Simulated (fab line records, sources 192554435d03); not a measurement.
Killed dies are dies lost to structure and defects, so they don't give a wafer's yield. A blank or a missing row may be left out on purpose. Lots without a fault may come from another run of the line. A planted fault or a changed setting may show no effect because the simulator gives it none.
Chamber matching | flow n5_finfet | N5_MOL_CONTACT_COAG_ALD_131 on ald_sin-04: 4 sister chambers
The step deposits SiO2, target thk 5 nm, pulse time 1 s, co reactant pulse time 1 s. 14 wafers are shown with their chamber, then 7 later ones without.

WAFERS WITH THEIR CHAMBER
wafer  | chamber | heater_power_w (W) | susceptor_temp_C (C) | precursor_pulse_height_rel
L076.2 | 1       | 89                 | 100.17               | 0.991
L076.3 | 2       | 83                 | 99.86                | 1.001
L076.6 | 1       | 88                 | 100.16               | 0.980
L082.2 | 2       | 83                 | 100.03               | 1.009
L082.3 | 0       | 70                 | 99.85                | 0.997
L082.6 | 0       | 71                 | 99.96                | 1.023
L083.1 | 0       | 71                 | 99.94                | 0.991
L083.2 | 2       | 85                 | 100.08               | 0.975
L083.4 | 1       | 91                 | 99.93                | 0.959
L085.2 | 2       | 84                 | 99.93                | 0.988
L085.3 | 0       | 69                 | 99.98                | 1.026
L085.4 | 2       | 83                 | 99.81                | 1.016
L087.2 | 3       | 84                 | 100.26               | 1.015
L087.3 | 1       | 88                 | 99.91                | 0.956

SIGNATURES (means of the wafers above)
reading                    | chamber 0 | chamber 1 | chamber 2 | chamber 3 | scatter within a chamber
heater_power_w             | 70.25     | 89.00     | 83.60     | 84.00     | 1.09
susceptor_temp_C           | 99.9325   | 100.0425  | 99.9420   | 100.2600  | 0.11
precursor_pulse_height_rel | 1.00925   | 0.97150   | 0.99780   | 1.01500   | 0.017
Rule: a wafer's distance from a chamber is the root of the sum, over the readings, of the square of ((its reading less the chamber's mean) divided by the reading's scatter). The wafer belongs to the nearest chamber; if the next one is less than 2 further off, it can't be placed. The scatter: the root of (the sum of the squares of (reading less its chamber's mean) over the shown wafers, divided by (wafers less chambers)).

WAFERS WITHOUT THEIR CHAMBER
wafer  | heater_power_w (W) | susceptor_temp_C (C) | precursor_pulse_height_rel
L087.6 | 70                 | 99.78                | 0.986
L091.2 | 82                 | 100.03               | 0.978
L091.5 | 83                 | 100.15               | 0.997
L091.6 | 85                 | 99.93                | 0.986
L095.1 | 90                 | 100.15               | 1.028
L095.2 | 71                 | 99.94                | 1.002
L095.4 | 69                 | 100.04               | 0.987

WHICH CHAMBER EACH WENT THROUGH
wafer  | from the rows above     | in truth
L087.6 | 0                       | 0
L091.2 | can't be placed: 2 or 3 | 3
L091.5 | can't be placed: 3 or 2 | 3
L091.6 | 2                       | 2
L095.1 | 1                       | 1
L095.2 | 0                       | 0
L095.4 | 0                       | 0
Placed correctly: 5 of 7. Can't be placed from these rows: 2 (the true chamber is among the candidates in 2). Placed wrongly: 0.
